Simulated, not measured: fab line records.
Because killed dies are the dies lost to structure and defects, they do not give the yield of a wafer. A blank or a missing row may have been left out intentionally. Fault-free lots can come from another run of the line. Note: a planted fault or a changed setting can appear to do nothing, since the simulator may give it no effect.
fab line records -- flow nand_harc -- part 2 of 2: steps 39 to 47 of 47
record lots=5, wafers=15, last_day=31
route steps=1302 shown P_ZERO_WELL@42 P_STI@69
lots that met no fault: taken from a fault-free run of the same line
start_h: the number of hours between the record's first day and the start of the first shown wafer of the lot -- wait_h: hours from the lot's prior step to this one -- " the same as in the row above -- L1.1+2: one row covering several wafers at once -- - no value present, or no start provided -- * or withheld: withheld -- < > ~ a bound
route shown NAME@n: NAME is a module with steps in the file, n the number in the route of the first one -- usual: mean/standard deviation taken from wafers without a fault -- same: alike in all rows -- chamber/n: place in a boat -- sites: each site's reading -- _std_site: standard deviation across them -- _edge_site: outer sites' mean less inner sites' -- radius_mm: how far each site lies from the wafer's centre -- mask NAME#n: copy n -- behind: tool/chamber where the wafer was last shaped -- hold: reason for holding the lot/hours on hold/outcome of the hold -- device: the n, p or np transistor that did not switch -- end of line: tests run on the same wafers once the route is complete -- a step given without rows: its recipe and nothing more -- killed: the dies lost at the first sort to structure and to defects; this is not the yield of the wafer -- map: dies across one wafer; x = killed, . = not, _ = none there
set.NAME: the setting as run; set.NAME@STEP: as run at that earlier step -- model.NAME: the simulator's own value behind a step, which no gauge read
a table for each step, a row for each wafer; lots at some steps of the route
services: when a tool's chamber went out of use (start_h, in hours from the record's first day, below 0 if earlier), for how many hours, and the reason
## steps
# step NHARC_P_STI_EXPOSE_06
# recipe na=0.55, target_cd_nm=200, dose_mj=37.69, mask_id=P_STI
# usual reticle_temp_C=23.03/0.11
lot.wafer,tool,chamber,start_h,wait_h,mask,reticle_temp_C
L078.1,krf_scanner-02,0,84.40,-,P_STI#0,23.19
L078.2,krf_scanner-02,0,84.40,-,P_STI#0,23.02
L078.3,krf_scanner-02,0,84.40,-,P_STI#0,23.12
L079.1,krf_scanner-03,0,93.18,-,P_STI#0,23.16
L079.3,krf_scanner-03,0,93.18,-,P_STI#0,22.95
L079.4,krf_scanner-03,0,93.18,-,P_STI#0,23.00
L085.1,krf_scanner-03,0,154.28,-,P_STI#0,23.01
L085.3,krf_scanner-03,0,154.28,-,P_STI#0,23.03
L085.6,krf_scanner-03,0,154.28,-,P_STI#0,22.98
L090.2,krf_scanner-03,0,203.97,-,P_STI#0,23.01
L090.4,krf_scanner-03,0,203.97,-,P_STI#0,23.09
L090.6,krf_scanner-03,0,203.97,-,P_STI#0,23.09
L091.3,krf_scanner-02,0,212.05,-,P_STI#0,22.92
L091.4,krf_scanner-02,0,212.05,-,P_STI#0,22.97
L091.6,krf_scanner-02,0,212.05,-,P_STI#0,22.93
# step NHARC_P_STI_PEB_07
# recipe peb_temp_c=128, peb_time_s=80
lot.wafer,tool,chamber,start_h,wait_h
L078.1+2+3,litho_track-03,0,84.46,0.1
L079.1+3+4,litho_track-02,0,93.24,0.1
L085.1+3+6,litho_track-07,0,154.35,0.1
L090.2+4+6,litho_track-02,0,204.03,0.1
L091.3+4+6,litho_track-03,0,212.11,0.1
# step NHARC_P_STI_DEVELOP_08
# recipe time_s=50, dev_temp_c=22
lot.wafer,tool,chamber,start_h,wait_h
L078.1+2+3,litho_track-03,0,-,-
L079.1+3+4,litho_track-02,0,-,-
L085.1+3+6,litho_track-07,0,-,-
L090.2+4+6,litho_track-02,0,-,-
L091.3+4+6,litho_track-03,0,-,-
# step NHARC_P_STI_CD_MEAS_09
# recipe target_cd_nm=200, landing_energy_ev=500
# usual cd_nm=199.4/1.9
lot.wafer,tool,chamber,start_h,wait_h,cd_nm
L078.1,cd_sem-01,0,84.55,-,200.7
L078.2,cd_sem-01,0,84.55,-,200.8
L078.3,cd_sem-01,0,84.55,-,199.9
L079.1,cd_sem-01,0,93.33,-,196.4
L079.3,cd_sem-01,0,93.33,-,199.9
L079.4,cd_sem-01,0,93.33,-,198.1
L085.1,cd_sem-03,0,154.43,-,199.5
L085.3,cd_sem-03,0,154.43,-,199.1
L085.6,cd_sem-03,0,154.43,-,197.6
L090.2,cd_sem-03,0,204.11,-,198.5
L090.4,cd_sem-03,0,204.11,-,203.0
L090.6,cd_sem-03,0,204.11,-,199.8
L091.3,cd_sem-03,0,212.20,-,199.0
L091.4,cd_sem-03,0,212.20,-,198.3
L091.6,cd_sem-03,0,212.20,-,198.4
# step NHARC_P_STI_OVL_MEAS_10
# usual overlay_x_nm=-1/8.8, overlay_y_nm=2/5.9
lot.wafer,tool,chamber,start_h,wait_h,overlay_x_nm,overlay_y_nm
L078.1,overlay-02,-,84.64,-,2,-6
L078.2,overlay-02,-,84.64,-,2,-7
L078.3,overlay-02,-,84.64,-,2,-6
L079.1,overlay-01,-,93.42,-,10,-1
L079.3,overlay-01,-,93.42,-,9,-1
L079.4,overlay-01,-,93.42,-,10,-1
L085.1,overlay-01,-,154.52,-,-2,6
L085.3,overlay-01,-,154.52,-,-2,6
L085.6,overlay-01,-,154.52,-,-2,6
L090.2,overlay-02,-,204.20,-,-13,-10
L090.4,overlay-02,-,204.20,-,-13,-10
L090.6,overlay-02,-,204.20,-,-13,-10
L091.3,overlay-01,-,212.29,-,1,9
L091.4,overlay-01,-,212.29,-,2,8
L091.6,overlay-01,-,212.29,-,1,8
# step NHARC_P_STI_INSPECT_11
# usual raw_defect_count=5.7/2.9
lot.wafer,tool,chamber,start_h,wait_h,raw_defect_count
L078.1,defect_inspect-01,-,84.68,0.0,8
L078.2,defect_inspect-01,-,84.68,0.0,6
L078.3,defect_inspect-01,-,84.68,0.0,5
L079.1,defect_inspect-01,-,93.45,0.0,12
L079.3,defect_inspect-01,-,93.45,0.0,5
L079.4,defect_inspect-01,-,93.45,0.0,2
L085.1,defect_inspect-02,-,154.56,0.0,8
L085.3,defect_inspect-02,-,154.56,0.0,3
L085.6,defect_inspect-02,-,154.56,0.0,13
L090.2,defect_inspect-01,-,204.24,0.0,8
L090.4,defect_inspect-01,-,204.24,0.0,4
L090.6,defect_inspect-01,-,204.24,0.0,1
L091.3,defect_inspect-01,-,212.32,0.0,8
L091.4,defect_inspect-01,-,212.32,0.0,5
L091.6,defect_inspect-01,-,212.32,0.0,8
# step NHARC_P_STI_HARDBAKE_13
# recipe temp_c=118, time_s=65
lot.wafer,tool,chamber,start_h,wait_h
L078.1+2+3,litho_track-07,0,84.73,0.1
L079.1+3+4,litho_track-02,0,93.51,0.1
L085.1+3+6,litho_track-07,0,154.62,0.1
L090.2+4+6,litho_track-03,0,204.30,0.1
L091.3+4+6,litho_track-02,0,212.38,0.1
# step NHARC_P_STI_DESCUM_14
# recipe time_s=3, o2_flow_sccm=200, ar_flow_sccm=0, bias_power_w=0, chemistry=O2
# usual drypump_motor_current_A=5.7/0.48, oes_product_au=1.001/0.0071, rf_vpp_V=57.9/0.89, showerhead_plenum_p_Torr=1.90/0.078, throttle_valve_pct=11.310/0.0098
# same bias_power_w=0
lot.wafer,tool,chamber,start_h,wait_h,drypump_motor_current_A,oes_product_au,rf_hours_counter_h,rf_vpp_V,showerhead_plenum_p_Torr,throttle_valve_pct
L078.3,rie_diel-12,1,84.82,-,5.1,0.988,13,57.0,1.90,11.315
L078.2,rie_diel-12,2,84.82,-,5.7,0.996,15,58.0,1.87,11.298
L078.1,rie_diel-12,3,84.82,-,6.0,1.001,14,57.1,1.86,11.295
L079.1,rie_diel-02,2,93.59,-,5.6,1.005,1,57.2,2.06,11.310
L079.4,rie_diel-02,3,93.59,-,5.2,1.013,2,58.3,1.91,11.309
L079.3,rie_diel-02,1,93.59,-,5.3,1.000,2,57.6,2.00,11.304
L085.3,rie_diel-02,3,154.69,-,5.3,1.006,4,58.2,1.91,11.296
L085.1,rie_diel-02,0,154.69,-,6.1,1.007,5,57.5,1.83,11.308
L085.6,rie_diel-02,0,154.69,-,6.1,1.008,-,57.1,1.83,11.321
L090.2,rie_diel-13,3,204.37,-,4.9,1.006,2,57.4,1.81,11.315
L090.4,rie_diel-13,1,204.37,-,5.2,1.017,2,57.7,1.93,11.326
L090.6,rie_diel-13,3,204.37,-,5.0,1.001,-,57.3,1.81,11.305
L091.3,rie_diel-02,2,212.46,-,5.6,1.007,7,58.3,2.06,11.301
L091.4,rie_diel-02,0,212.46,-,6.1,0.994,8,58.4,1.83,11.295
L091.6,rie_diel-02,3,212.46,-,5.3,1.009,-,58.0,1.91,11.297
# step NHARC_P_STI_ETCH_42
# recipe target_depth_a=800, overetch_a=240, time_s=61, ion_energy_ev=200, n2_flow_sccm=150, h2_flow_sccm=150, ar_flow_sccm=0, rf_w=400, bias_w=150, chemistry=N2/H2
# usual bias_w=150.0/0.37, drypump_motor_current_A=5.7/0.48, oes_product_au=1.001/0.0077, rf_fwd_power_W=396.7/1.5, rf_vpp_V=430.1/2.5, showerhead_plenum_p_Torr=2.03/0.085, throttle_valve_pct=14.171/0.0092
lot.wafer,tool,chamber,start_h,wait_h,bias_w,drypump_motor_current_A,oes_product_au,rf_fwd_power_W,rf_hours_counter_h,rf_vpp_V,showerhead_plenum_p_Torr,throttle_valve_pct
L078.3,rie_diel-12,3,84.90,0.1,150.2,6.1,1.006,397.0,14,430.1,1.98,14.170
L078.2,rie_diel-12,0,84.90,0.1,149.9,6.5,1.002,398.5,16,433.7,2.12,14.162
L078.1,rie_diel-12,1,84.90,0.1,150.3,5.1,1.002,397.9,13,428.8,2.02,14.177
L079.4,rie_diel-02,1,93.68,0.1,150.4,5.4,1.002,395.8,2,432.8,2.13,14.166
L079.3,rie_diel-02,2,93.68,0.1,150.3,5.6,1.010,400.0,1,435.9,2.20,14.165
L079.1,rie_diel-02,3,93.68,0.1,150.0,5.3,1.010,395.7,2,429.5,2.04,14.187
L085.3,rie_diel-02,0,154.79,0.1,150.0,6.1,1.009,395.3,5,427.1,1.95,14.170
L085.1,rie_diel-02,1,154.79,0.1,150.6,5.4,1.000,396.7,5,433.5,2.13,14.161
L085.6,rie_diel-02,0,154.79,0.1,150.0,6.1,1.000,395.7,-,427.7,1.95,14.178
L090.4,rie_diel-13,1,204.46,0.1,150.3,5.2,1.000,397.5,2,430.3,2.05,14.166
L090.2,rie_diel-13,3,204.46,0.1,150.0,5.0,0.996,397.1,2,427.5,1.92,14.165
L090.6,rie_diel-13,0,204.46,0.1,150.5,6.5,1.005,398.4,-,428.4,1.95,14.166
L091.3,rie_diel-02,0,212.55,0.1,149.5,6.1,1.017,397.9,8,427.3,1.95,14.168
L091.4,rie_diel-02,1,212.55,0.1,150.8,5.3,1.005,397.6,8,432.6,2.13,14.169
L091.6,rie_diel-02,3,212.55,0.1,149.9,5.3,1.007,398.0,-,429.4,2.04,14.175
## services
tool,chamber,start_h,hours,kind
rie_diel-01,2,46.07,2.9,repair
krf_scanner-03,-,52.00,4.0,pm
litho_track-02,-,52.00,7.0,pm
rie_diel-05,-,52.60,9.0,pm
wet_bench-05,-,54.63,1.1,repair
rie_diel-02,2,58.53,6.3,repair
wet_bench-02,-,68.00,8.0,pm
litho_track-07,-,76.00,7.0,pm
krf_scanner-03,-,79.50,2.6,repair
rie_diel-02,-,83.21,1.7,repair
wet_bench-05,-,84.80,8.0,pm
wet_bench-02,-,92.54,2.7,repair
litho_track-03,-,100.00,7.0,pm
implanter-01,-,102.28,2.1,repair
krf_scanner-03,-,102.37,0.2,repair
wet_bench-05,-,114.66,4.0,repair
implanter-02,-,119.47,3.5,repair
litho_track-05,-,124.01,7.0,pm
implanter-02,-,146.00,13.0,pm
krf_scanner-03,-,157.37,1.9,repair
rie_diel-02,3,158.34,2.5,repair
implanter-02,-,160.37,3.4,repair
implanter-01,-,169.47,6.9,repair
krf_scanner-03,-,201.34,0.7,repair
